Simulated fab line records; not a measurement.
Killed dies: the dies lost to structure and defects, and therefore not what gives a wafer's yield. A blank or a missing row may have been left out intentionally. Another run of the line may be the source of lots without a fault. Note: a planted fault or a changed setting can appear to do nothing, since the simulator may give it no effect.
A lot that was struck, set against a sound lot :: flow n5Finfet :: 36 steps out of a route of 1938
Sound: wafers L951.1, L951.2, L951.4. Struck: wafers L958.1, L958.3, L958.4. The cause comes at the end.
At each step with rows: each side's tool, then ch and its chambers, then its first start. Under that, the readings that differ: sound wafers :: struck wafers :: difference of the means :: sigmas: that difference in standard deviations of wafers without a fault.
alike: words and numbers the same on both sides, and readings whose means are apart by under 2 such deviations; not compared: readings that were withheld, readings missing a value for some wafer, numbers with overlapping values and no deviation given by the record, and bounds like >300 which may hide the same value.
Wherever a step has rows on one side only, a row that says differs or no value, or a row with sigmas, the two part there. When numbers do not overlap yet have no deviation, they are printed without sigmas and do not part them. Lack of a reading on every wafer of one side parts them only where that side has two or more wafers.

first, 9 steps without rows for these wafers: N5_BEOL_M4_ANNEAL_95 (time 240 s); N5_BEOL_M4_SPUTTER_96 (material Cu, target thk 4.5 nm, time 8.29 s); N5_BEOL_M4_ECD_50 (material Cu, target thk 300 nm); N5_BEOL_M4_ANNEAL_51 (time 90 s); N5_BEOL_M4_CMP_52 (polishes, stops on SiOC, t overpolish 6.8 s, target thk 40 nm); N5_BEOL_M4_PRE_CLEAN_60 (time 15 s); N5_BEOL_M4_CO_CAP_55 (material Co, precursor CCTBA/H2, target thk 2 nm, time 102.1 s); N5_BEOL_M4_PRE_CLEAN_56 (time 15 s); N5_BEOL_M4_DEP_57 (deposits SiCN from 3MS/NH3, target thk 8 nm, time 14 s).
N5_BEOL_M4_RC_MEAS_101:
  sound on prober-02 ch 0, day 13 22:44; struck on prober-02 ch 0, day 15 11:40
reading: IOFF_N (nA/um)
sound: 0.29 0.19 0.21
struck: 0.17 0.13 0.10
difference: -0.10
sigmas: -2

reading: ION_N (uA/um)
sound: 681 692 676
struck: 661 664 633
difference: -30
sigmas: -2

reading: VT_N (mV)
sound: 245 245 247
struck: 250 253 259
difference: +8
sigmas: +2
  alike: DIBL_N, DIBL_P, IOFF_P, ION_P, SS_N, SS_P, VT_P
then, 24 steps without rows for these wafers: N5_BEOL_M5_ILD_DEP_00 (deposits SiCOH lowk from DEMS/porogen, target thk 140.64 nm, time 25.9 s); N5_BEOL_M5_CURE_79 (cures SiCOH lowk, time 240 s); N5_BEOL_M5_PECVD_70 (deposits SiO2 from TEOS/O2, target thk 16 nm, time 18 s); N5_BEOL_M5_HM_DEP_02 (deposits TiN, target thk 20 nm); N5_BEOL_M5_COAT_59 (time 60 s, resist thk 60 nm); N5_BEOL_M5_COAT_60 (time 60 s, resist thk 12 nm); N5_BEOL_M5_COAT_71 (time 60 s, resist thk 5 nm); N5_BEOL_M5_COAT_05 (resist thk 30 nm); N5_BEOL_M5_EBR_07; N5_BEOL_M5_SOFTBAKE_06 (time 60 s); N5_BEOL_M5_EXPOSE_08 (exposes mask M5, target cd 28 nm); N5_BEOL_M5_PEB_09 (peb time 60 s); N5_BEOL_M5_DEVELOP_10 (develop time 30 s); N5_BEOL_M5_DESCUM_16 (chemistry O2, time 7 s); N5_BEOL_M5_ETCH_72 (etches underlayer in N2/H2, target depth 6.5 nm, time 5.2 s); N5_BEOL_M5_ETCH_61 (etches SiARC in CF4, target depth 15.6 nm, time 26 s); N5_BEOL_M5_ETCH_62 (etches SOC in N2/H2, target depth 75 nm, overetch 15 nm, time 112.5 s); N5_BEOL_M5_STRIP_63 (strips in N2/H2); N5_BEOL_M5_STRIP_73 (strips in N2/H2); N5_BEOL_M5_STRIP_64 (strips in CF4); N5_BEOL_M5_HM_OPEN_17 (chemistry Cl2/BCl3, target TiN, target depth 20 nm, overetch 6 nm); N5_BEOL_M5_STRIP_19 (strips in O2); N5_BEOL_M5_COAT_65 (time 60 s, resist thk 60 nm); N5_BEOL_M5_COAT_66 (time 60 s, resist thk 12 nm).
N5_BEOL_M5_VIA_ETCH_34: etches SiCOH lowk in C4F6/O2, target depth 88.3 nm, time 39.2 s.
  sound on rieDiel-06 ch 0,1, day 14 04:37; struck on rieDiel-02 ch 0,1,3, day 16 00:31
  no value came back on the struck wafers for any of 7 readings (C4F6_flow_sccm (sccm), O2_flow_sccm (sccm) and others); on the sound wafers C4F6_flow_sccm (sccm) reads 10.034 10.030 10.043
reading: model.SiARC_of_BEOL_M5_COAT_66.thkNm (nm)
sound: 0 0 0
struck: 6.8 6.2 6.4
difference: +6.5
sigmas: 

reading: model.SOC_of_BEOL_M5_COAT_65.thkNm (nm)
sound: 56 56 55.8
struck: 60 60 60
difference: +4
sigmas: 
  not compared: rfHoursCounterH
-- a jump in the record: the struck wafers' starts before and after are 5 days apart (it breaks off in module BEOL_M5 and resumes in module PASSIVATION, where the first step shown is number 1936 of the route) --
N5_PASSIVATION_PROBE_49:
  struck on prober-02, day 20 13:01; sound on prober-02, day 18 22:13
reading: defectLimitedYield (%)
sound: 89.3
struck: 0 0 0
difference: -89
sigmas: -56

reading: killed_at_M4_up
sound: 19
struck: 1095 1083 1075
difference: +1065
sigmas: +99 or more

reading: killedDies
sound: 126
struck: 1180 1180 1180
difference: +1054
sigmas: +55

reading: killedOnRim
sound: 16
struck: 152 152 152
difference: +136
sigmas: +32

reading: sort_bin_4_leakage (%)
sound: 0.25
struck: 0 0 0
difference: +0
sigmas: -5

reading: sort_bin_5_function (%)
sound: 6.4
struck: 96.6 96.5 96.2
difference: +90.0
sigmas: +90

reading: sortNPass
sound: 1051
struck: 0 0 0
difference: -1051
sigmas: -53

reading: sortYieldPct (%)
sound: 89.1
struck: 0 0 0
difference: -89
sigmas: -52
  alike: killed_at_M0_to_M3, killedAtContacts, killedAtFrontEnd, killedAtOther, killedOpen, killedShort, sort_bin_6_memory

## WHERE THEY PART
At N5_BEOL_M4_RC_MEAS_101 first; at N5_PASSIVATION_PROBE_49 last (within this record only).

WHY: the cause the simulator had injected
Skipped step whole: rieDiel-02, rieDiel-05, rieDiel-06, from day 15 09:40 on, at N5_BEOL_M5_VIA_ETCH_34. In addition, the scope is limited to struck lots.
